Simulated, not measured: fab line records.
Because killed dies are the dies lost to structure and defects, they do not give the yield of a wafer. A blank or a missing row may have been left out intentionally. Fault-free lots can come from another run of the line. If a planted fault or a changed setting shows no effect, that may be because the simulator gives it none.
fab line records -- flow n5-finfet -- part 2 of 2: steps 18 to 24 of 24
record: lots: 5, wafers: 15, last-day: 18
route steps=1938 shown HKMG_FIN@451 GATE_CUT@465
lots that met no fault: from a run of the same line without faults
start-h: hours from the record's first day to the start of the lot's first wafer shown -- wait-h: time in hours since the lot's previous step -- " as in the row above -- L1.1+2: one row covering several wafers at once -- - no value present, or no start provided -- * or withheld: withheld -- < > ~ a bound
route shown NAME@n: names a module that has steps shown in the file, with the first one's number in the route -- usual: mean/standard deviation of fault-free wafers -- same: alike in all rows -- chamber/n: place in a boat -- sites: readings site by site -- _std_site: standard deviation of those values -- _edge_site: inner sites' mean taken away from outer sites' mean -- radius-mm: how far each site lies from the wafer's centre -- mask NAME#n: copy n -- behind: the last tool/chamber to shape the wafer -- hold: what put the lot on hold/how long, in hours/how the hold closed -- device: whichever transistor did not switch (one of n, p or np) -- end of line: at the end of the route, the tests of the same wafers -- a step with no rows: only its recipe -- killed: not the wafer's yield, but the dies lost to structure and defects at the first sort -- map: per-die view of a wafer (x killed, . not killed, _ where there is no die)
set.NAME: the setting the step ran with; set.NAME@STEP: the setting that earlier step ran with -- model.NAME: the simulator's own value behind a step, which no gauge read
lots at some steps of the route; a table a step, a row a wafer
services: from which hour (start-h, from the record's first day; less than 0 if before it) a tool's chamber was out of use, for how many hours, and why
== steps ==
step: N5_GATE_CUT_ETCH_58
recipe: chemistry: CH3F/O2, target: SiNx, target-depth-a: 170, time-s: 128.6, ion-energy-ev: 50, pressure-mtorr: 30, source-w: 415, bias-w: 21, Ar_flow_sccm: 150, CH3F_flow_sccm: 30, O2_flow_sccm: 20
usual: drypump-motor-current-A: 5.79/0.29, mfc-ar-sccm: 150.0/0.48, oes-product-au: 0.78/0.074, rf-vpp-V: 98.8/0.93, showerhead-plenum-p-Torr: 1.95/0.054, throttle-valve-pct: 16.29/0.22
lot.wafer,tool,chamber,start-h,wait-h,drypump-motor-current-A,mfc-ar-sccm,oes-product-au,rf-hours-counter-h,rf-vpp-V,showerhead-plenum-p-Torr,throttle-valve-pct
L081.2,rie-diel-06,3,125.82,0.0,5.88,148.8,0.80,124,97.6,1.91,16.13
L081.3,rie-diel-06,1,125.82,0.0,5.63,150.6,0.77,151,99.0,1.89,16.14
L081.5,rie-diel-06,3,125.82,0.0,5.86,149.6,0.80,-,98.6,1.91,16.12
L083.1,rie-diel-03,1,135.39,0.0,5.92,150.1,0.79,126,98.4,2.00,16.25
L083.5,rie-diel-03,1,135.39,0.0,5.94,150.4,0.78,-,98.4,2.00,16.23
L083.6,rie-diel-03,3,135.39,0.0,5.71,150.2,0.77,-,96.9,1.91,16.49
L085.1,rie-diel-03,3,145.61,0.0,5.70,150.2,0.77,160,101.4,1.91,16.50
L085.2,rie-diel-03,2,145.61,0.0,6.04,150.1,0.71,189,98.8,1.93,16.42
L085.6,rie-diel-03,1,145.61,0.0,5.98,150.4,0.79,-,99.9,2.00,16.25
L086.2,rie-diel-06,1,151.35,0.1,5.66,150.3,0.76,157,98.8,1.89,16.15
L086.4,rie-diel-06,0,151.35,0.1,5.58,149.7,0.89,28,98.5,1.94,15.93
L086.6,rie-diel-06,1,151.35,0.1,5.68,150.3,0.77,-,98.7,1.89,16.17
L097.1,rie-diel-06,0,224.10,0.2,5.56,150.2,0.85,50,99.8,1.93,15.94
L097.4,rie-diel-06,3,224.10,0.2,5.86,149.8,0.78,147,98.1,1.90,16.17
L097.6,rie-diel-06,2,224.10,0.2,5.34,149.4,0.98,-,101.5,2.15,16.20
step: N5_GATE_CUT_STRIP_59
recipe: chemistry: N2/H2, time-s: 20, power-w: 100, temp-c: 40, pressure-mtorr: 100, rf-frequency-hz: 6e+07, bias-power-w: 3, n2-flow-sccm: 300, h2-flow-sccm: 300
usual: bias-power-w: 3.000/0.0087, drypump-motor-current-A: 5.81/0.29, oes-product-au: 0.78/0.072, rf-vpp-V: 45.1/0.86, showerhead-plenum-p-Torr: 3.30/0.09, throttle-valve-pct: 12.23/0.22
lot.wafer,tool,chamber,start-h,wait-h,bias-power-w,drypump-motor-current-A,oes-product-au,rf-hours-counter-h,rf-vpp-V,showerhead-plenum-p-Torr,throttle-valve-pct
L081.2,rie-diel-06,3,125.92,0.1,3.009,5.89,0.78,124,44.5,3.24,12.02
L081.3,rie-diel-06,1,125.92,0.1,3.011,5.64,0.75,151,45.1,3.26,12.35
L081.5,rie-diel-06,3,125.92,0.1,2.999,5.91,0.78,-,45.6,3.24,12.03
L083.1,rie-diel-03,1,135.49,0.1,2.993,6.02,0.77,126,45.5,3.41,12.32
L083.5,rie-diel-03,1,135.49,0.1,3.001,6.02,0.77,-,45.0,3.41,12.32
L083.6,rie-diel-03,3,135.49,0.1,3.006,5.71,0.77,-,45.5,3.26,12.42
L085.1,rie-diel-03,3,145.72,0.1,2.984,5.71,0.77,160,47.2,3.25,12.45
L085.2,rie-diel-03,2,145.72,0.1,2.996,6.06,0.70,189,46.4,3.23,12.17
L085.6,rie-diel-03,1,145.72,0.1,3.015,5.91,0.78,-,45.5,3.40,12.31
L086.2,rie-diel-06,1,151.45,0.1,3.009,5.63,0.76,157,44.6,3.26,12.33
L086.4,rie-diel-06,0,151.45,0.1,3.013,5.58,0.88,28,44.1,3.30,11.87
L086.6,rie-diel-06,1,151.45,0.1,2.980,5.65,0.76,-,45.8,3.26,12.36
L097.1,rie-diel-06,0,224.20,0.1,3.003,5.57,0.85,50,45.0,3.29,11.95
L097.4,rie-diel-06,3,224.20,0.1,3.009,5.87,0.77,147,44.8,3.22,12.09
L097.6,rie-diel-06,2,224.20,0.1,2.995,5.36,0.96,-,45.6,3.63,12.06
step: N5_GATE_CUT_PRECLEAN_31
recipe: temp-c: 23, chemistry: DIW, time-s: 300
lot.wafer,tool,chamber,start-h,wait-h
L081.2+3+5,wet-bench-03,"4,2,3",126.00,0.1
L083.1+5+6,wet-bench-06,"1,2,0",135.57,0.1
L085.1+2+6,wet-bench-03,"3,1,0",145.80,0.1
L086.2+4+6,wet-bench-01,"7,6,0",151.54,0.1
L097.1+4+6,wet-bench-03,"5,2,1",224.29,0.1
step: N5_GATE_CUT_SRD_32
recipe: time-s: 30, temp-c: 23, rinse-liquid: diw, dry: ipa-marangoni
lot.wafer,tool,chamber,start-h,wait-h
L081.2+3+5,wet-bench-03,"4,2,3",126.09,0.0
L083.1+5+6,wet-bench-06,"1,2,0",135.66,0.0
L085.1+2+6,wet-bench-03,"3,1,0",145.89,0.0
L086.2+4+6,wet-bench-01,"7,6,0",151.62,0.0
L097.1+4+6,wet-bench-03,"5,2,1",224.37,0.0
step: N5_GATE_CUT_SAC_CAP_01
recipe: material: SiNx, target-thk-a: 240, temp-c: 400, ald-precursor-family: SiH2I2, ald-co-reactant: N2/H2-plasma, pulse-time-s: 1, ald-cycles: 480, purge-time-s: 2, co-reactant-purge-time-s: 2, pressure-torr: 2
usual: heater-power-w: 865/69, precursor-pulse-height-rel: 1.000/0.02, susceptor-temp-C: 400.00/0.25
lot.wafer,tool,chamber,start-h,wait-h,heater-power-w,precursor-pulse-height-rel,susceptor-temp-C
L081.2,ald-sin-02,2,126.14,0.0,779,0.980,399.97
L081.3,ald-sin-02,3,126.14,0.0,913,0.993,400.10
L081.5,ald-sin-02,1,127.22,1.1,905,1.007,400.37
L083.1,ald-sin-03,2,135.70,0.0,936,0.981,399.66
L083.5,ald-sin-03,2,136.79,1.1,885,0.970,400.02
L083.6,ald-sin-03,3,136.79,1.1,875,1.024,399.87
L085.1,ald-sin-04,3,145.93,0.0,874,0.993,400.23
L085.2,ald-sin-04,2,145.93,0.0,759,1.009,399.76
L085.6,ald-sin-04,0,147.02,1.1,821,0.961,399.90
L086.2,ald-sin-02,1,151.67,0.0,873,1.014,399.91
L086.4,ald-sin-02,0,151.67,0.0,760,1.022,400.12
L086.6,ald-sin-02,2,152.76,1.1,771,1.003,400.30
L097.1,ald-sin-02,2,224.42,0.0,791,1.007,399.56
L097.4,ald-sin-02,1,224.42,0.0,909,1.005,400.16
L097.6,ald-sin-02,3,225.50,1.1,906,1.015,399.84
step: N5_GATE_CUT_PECVD_57
recipe: material: SiNx, target-thk-a: 210, temp-c: 400, precursor: SiH4/NH3/N2, pressure-torr: 1.5, rf-w: 300
usual: heater-power-w: 699/61, showerhead-plenum-p-Torr: 5.07/0.059, susceptor-temp-C: 399.94/0.23, throttle-valve-pct: 41.0/2.2
lot.wafer,tool,chamber,start-h,wait-h,heater-power-w,showerhead-plenum-p-Torr,susceptor-temp-C,throttle-valve-pct
L081.2,pecvd-04,1,128.33,1.1,747,5.12,399.66,42.4
L081.3,pecvd-04,0,128.33,1.1,703,4.99,399.82,40.5
L081.5,pecvd-04,1,128.33,1.1,738,5.11,399.97,42.2
L083.1,pecvd-02,0,137.90,1.1,730,5.08,400.20,43.5
L083.5,pecvd-02,2,137.90,1.1,696,5.12,399.67,38.7
L083.6,pecvd-02,1,137.90,1.1,636,5.08,400.10,44.1
L085.1,pecvd-04,1,148.13,1.1,742,5.11,400.20,42.5
L085.2,pecvd-04,0,148.13,1.1,754,4.99,399.72,40.3
L085.6,pecvd-04,0,148.13,1.1,762,4.99,399.85,40.3
L086.2,pecvd-01,2,153.86,1.1,558,5.06,400.00,38.7
L086.4,pecvd-01,0,153.86,1.1,746,5.12,400.02,38.6
L086.6,pecvd-01,1,153.86,1.1,632,5.18,399.71,45.4
L097.1,pecvd-02,0,226.61,1.1,721,5.08,399.81,43.4
L097.4,pecvd-02,2,226.61,1.1,762,5.14,400.03,38.9
L097.6,pecvd-02,1,226.61,1.1,668,5.10,399.74,44.0
step: N5_GATE_CUT_CMP_02
recipe: stop-on: SiO2, t-overpolish-s: 12.7, post-cmp-clean: alkaline-brush, down-force-psi: 2.5, platen-rpm: 51.8, pad-velocity-m-s: 1.0307, target-thk-nm: 0
usual: motor-current-A: 9.3/1, overpolish-run-s: 12.701/0.0094, slurry-flow-ml-min: 150.1/0.55, time-to-endpoint-s: 25/3.8
lot.wafer,tool,chamber,start-h,wait-h,motor-current-A,overpolish-run-s,slurry-flow-ml-min,time-to-endpoint-s
L081.2,cmp-03,2,128.44,0.1,8.9,12.709,150.0,24
L081.3,cmp-03,0,128.44,0.1,8.0,12.709,149.5,25
L081.5,cmp-03,1,128.44,0.1,8.5,12.709,150.1,14
L083.1,cmp-04,2,138.08,0.2,10.1,12.700,149.5,24
L083.5,cmp-04,3,138.08,0.2,8.6,12.679,150.3,28
L083.6,cmp-04,0,138.08,0.2,10.6,12.712,150.2,28
L085.2,cmp-03,0,148.20,0.1,8.1,12.709,150.5,28
L085.1,cmp-03,3,148.20,0.1,9.9,12.707,150.2,30
L085.6,cmp-03,1,148.20,0.1,7.9,12.707,149.9,20
L086.2,cmp-03,0,153.94,0.1,7.6,12.696,149.9,30
L086.4,cmp-03,2,153.94,0.1,8.8,12.715,149.8,29
L086.6,cmp-03,0,153.94,0.1,7.8,12.694,150.1,31
L097.1,cmp-02,0,226.72,0.1,9.8,12.704,150.6,27
L097.4,cmp-02,2,226.72,0.1,9.5,12.688,150.0,30
L097.6,cmp-02,0,226.72,0.1,9.9,12.692,149.6,28
== services ==
tool,chamber,start-h,hours,kind
pecvd-02,-,101.28,1.1,repair
rie-metal-03,1,103.40,16.7,repair
cmp-04,-,111.36,10.1,pm
rie-diel-01,-,116.22,0.3,repair
cmp-03,-,117.20,3.2,pm
cmp-04,-,123.00,0.7,repair
cvd-w-01,-,130.96,1.2,repair
rie-diel-04,-,134.04,2.8,pm
cvd-w-02,0,141.70,5.5,repair
cmp-04,-,142.43,4.0,pm
rie-diel-03,1,154.43,5.8,repair
rie-diel-06,3,165.87,11.5,repair
cmp-04,-,173.15,2.0,repair
cmp-04,-,176.37,6.5,pm
plasma-asher-01,-,182.05,4.8,repair
rie-diel-06,2,182.28,6.3,repair
cmp-04,-,183.67,2.0,repair
cvd-w-01,-,198.50,6.9,pm
rie-diel-03,3,204.13,13.8,repair
rie-diel-01,-,205.96,2.7,repair
cvd-w-02,-,208.16,3.4,repair
cmp-03,-,209.31,0.3,repair
rie-diel-06,-,216.83,4.3,pm
rie-diel-04,1,218.53,47.5,repair
